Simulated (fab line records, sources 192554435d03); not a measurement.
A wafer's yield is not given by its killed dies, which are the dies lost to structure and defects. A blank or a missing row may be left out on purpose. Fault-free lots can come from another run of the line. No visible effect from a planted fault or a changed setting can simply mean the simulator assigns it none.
Split-lot study :: flow n5 finfet :: 7 lots, 21 wafers read, on a route of 1938 steps

== THE SPLIT ITSELF ==
At N5_DUMMY_GATE_COAT_28 (time 60 s, resist thk 10 nm), the setting spin rpm was moved away from the recipe's 1500 rpm on 9 of the 21 wafers read, by -11.0% to +10.7%. For the rest of the wafers, this setting stayed at what the recipe calls for.

The split's own step is where the reading is taken.

== THE READING ==
underlayer_of_DUMMY_GATE_COAT_28.thk nm (the simulator's own value, which no gauge read), in nm, at N5_DUMMY_GATE_COAT_28 (time 60 s, resist thk 10 nm). There is no usual value for it anywhere in the file.

wafer: L074.1
tool, chamber at the split: litho track-02, 0
spin rpm as run, rpm: 1500
against the recipe: recipe
underlayer_of_DUMMY_GATE_COAT_28.thk nm, nm: 10
against lot-mates on the recipe: -

wafer: L074.4
tool, chamber at the split: litho track-02, 0
spin rpm as run, rpm: 1500
against the recipe: recipe
underlayer_of_DUMMY_GATE_COAT_28.thk nm, nm: 10
against lot-mates on the recipe: -

wafer: L074.5
tool, chamber at the split: litho track-02, 0
spin rpm as run, rpm: 1500
against the recipe: recipe
underlayer_of_DUMMY_GATE_COAT_28.thk nm, nm: 10
against lot-mates on the recipe: -

wafer: L080.1
tool, chamber at the split: litho track-01, 0
spin rpm as run, rpm: 1660
against the recipe: +10.7%
underlayer_of_DUMMY_GATE_COAT_28.thk nm, nm: 9.4
against lot-mates on the recipe: no lot-mate on the recipe

wafer: L080.3
tool, chamber at the split: litho track-01, 0
spin rpm as run, rpm: 1660
against the recipe: +10.7%
underlayer_of_DUMMY_GATE_COAT_28.thk nm, nm: 9.4
against lot-mates on the recipe: no lot-mate on the recipe

wafer: L080.6
tool, chamber at the split: litho track-01, 0
spin rpm as run, rpm: 1660
against the recipe: +10.7%
underlayer_of_DUMMY_GATE_COAT_28.thk nm, nm: 9.4
against lot-mates on the recipe: no lot-mate on the recipe

wafer: L084.1
tool, chamber at the split: litho track-01, 0
spin rpm as run, rpm: 1450
against the recipe: -3.3%
underlayer_of_DUMMY_GATE_COAT_28.thk nm, nm: 10.2
against lot-mates on the recipe: +0.2

wafer: L084.3
tool, chamber at the split: litho track-01, 0
spin rpm as run, rpm: 1450
against the recipe: -3.3%
underlayer_of_DUMMY_GATE_COAT_28.thk nm, nm: 10.2
against lot-mates on the recipe: +0.2

wafer: L084.2
tool, chamber at the split: litho track-01, 0
spin rpm as run, rpm: 1500
against the recipe: recipe
underlayer_of_DUMMY_GATE_COAT_28.thk nm, nm: 10
against lot-mates on the recipe: -

wafer: L087.2
tool, chamber at the split: litho track-03, 0
spin rpm as run, rpm: 1500
against the recipe: recipe
underlayer_of_DUMMY_GATE_COAT_28.thk nm, nm: 10
against lot-mates on the recipe: -

wafer: L087.3
tool, chamber at the split: litho track-03, 0
spin rpm as run, rpm: 1335
against the recipe: -11.0%
underlayer_of_DUMMY_GATE_COAT_28.thk nm, nm: 10.6
against lot-mates on the recipe: +0.6

wafer: L087.6
tool, chamber at the split: litho track-03, 0
spin rpm as run, rpm: 1335
against the recipe: -11.0%
underlayer_of_DUMMY_GATE_COAT_28.thk nm, nm: 10.6
against lot-mates on the recipe: +0.6

wafer: L091.1
tool, chamber at the split: litho track-02, 0
spin rpm as run, rpm: 1345
against the recipe: -10.3%
underlayer_of_DUMMY_GATE_COAT_28.thk nm, nm: 10.6
against lot-mates on the recipe: +0.6

wafer: L091.4
tool, chamber at the split: litho track-02, 0
spin rpm as run, rpm: 1500
against the recipe: recipe
underlayer_of_DUMMY_GATE_COAT_28.thk nm, nm: 10
against lot-mates on the recipe: -

wafer: L091.5
tool, chamber at the split: litho track-02, 0
spin rpm as run, rpm: 1500
against the recipe: recipe
underlayer_of_DUMMY_GATE_COAT_28.thk nm, nm: 10
against lot-mates on the recipe: -

wafer: L094.1
tool, chamber at the split: litho track-01, 0
spin rpm as run, rpm: 1500
against the recipe: recipe
underlayer_of_DUMMY_GATE_COAT_28.thk nm, nm: 10
against lot-mates on the recipe: -

wafer: L094.5
tool, chamber at the split: litho track-01, 0
spin rpm as run, rpm: 1500
against the recipe: recipe
underlayer_of_DUMMY_GATE_COAT_28.thk nm, nm: 10
against lot-mates on the recipe: -

wafer: L094.3
tool, chamber at the split: litho track-01, 0
spin rpm as run, rpm: 1659
against the recipe: +10.6%
underlayer_of_DUMMY_GATE_COAT_28.thk nm, nm: 9.6
against lot-mates on the recipe: -0.4

wafer: L095.3
tool, chamber at the split: litho track-03, 0
spin rpm as run, rpm: 1500
against the recipe: recipe
underlayer_of_DUMMY_GATE_COAT_28.thk nm, nm: 10
against lot-mates on the recipe: -

wafer: L095.4
tool, chamber at the split: litho track-03, 0
spin rpm as run, rpm: 1500
against the recipe: recipe
underlayer_of_DUMMY_GATE_COAT_28.thk nm, nm: 10
against lot-mates on the recipe: -

wafer: L095.6
tool, chamber at the split: litho track-03, 0
spin rpm as run, rpm: 1500
against the recipe: recipe
underlayer_of_DUMMY_GATE_COAT_28.thk nm, nm: 10
against lot-mates on the recipe: -

FIT RESULTS
A straight line over all 21 wafers: underlayer_of_DUMMY_GATE_COAT_28.thk nm changes by -0.0536 nm for each +1% of spin rpm; r = -0.99; the points scatter about the line by 0.041 nm.
The same after taking each lot's own level away (the mean of its wafers on the recipe; 18 wafers): -0.0505 nm for each +1%; r = -0.99; scatter 0.038 nm.
Per that fit: largest spin rpm move, reading shift of 0.56 nm.
The lots' own levels span 10.00 to 10.00 nm.
So the lot-to-lot level changes the slope little: the two slopes agree.
Check: +0.567 nm against its lot-mates is what the line predicts for one of the wafers moved furthest among these (-11.0%) when that wafer is left out of the fit. Against them it came out at +0.6 nm.

== THESE WAFERS: OTHER SPLITS ==
Other splits were also applied to these wafers ahead of the reading. Each is held against what the fit with the lots' levels taken away leaves over:
other split on the same wafers: N5_ZERO_LAYER_ETCH_18 icp w
wafers away from the commonest value: 9
r with underlayer_of_DUMMY_GATE_COAT_28.thk nm (lot level and that fit taken away): +0.37

other split on the same wafers: N5_WELL_APT_EXPOSE_05 dose mj
wafers away from the commonest value: 9
r with underlayer_of_DUMMY_GATE_COAT_28.thk nm (lot level and that fit taken away): -0.12

other split on the same wafers: N5_FIN_SAQP_PEB_14 peb time s
wafers away from the commonest value: 7
r with underlayer_of_DUMMY_GATE_COAT_28.thk nm (lot level and that fit taken away): +0.13

other split on the same wafers: N5_FIN_SAQP_DEVELOP_15 develop time s
wafers away from the commonest value: 7
r with underlayer_of_DUMMY_GATE_COAT_28.thk nm (lot level and that fit taken away): +0.12

other split on the same wafers: N5_FIN_CUT_EXPOSE_05 dose mj
wafers away from the commonest value: 10
r with underlayer_of_DUMMY_GATE_COAT_28.thk nm (lot level and that fit taken away): -0.08

other split on the same wafers: N5_FIN_CUT_ETCH_21 time s
wafers away from the commonest value: 9
r with underlayer_of_DUMMY_GATE_COAT_28.thk nm (lot level and that fit taken away): +0.17

other split on the same wafers: N5_DUMMY_GATE_COAT_34 spin rpm
wafers away from the commonest value: 6
r with underlayer_of_DUMMY_GATE_COAT_28.thk nm (lot level and that fit taken away): +0.01

== THE FILE'S OWN FIT ==
underlayer_of_DUMMY_GATE_COAT_28.thk nm changes by -0.0504 nm for each +1% of spin rpm, r = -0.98.
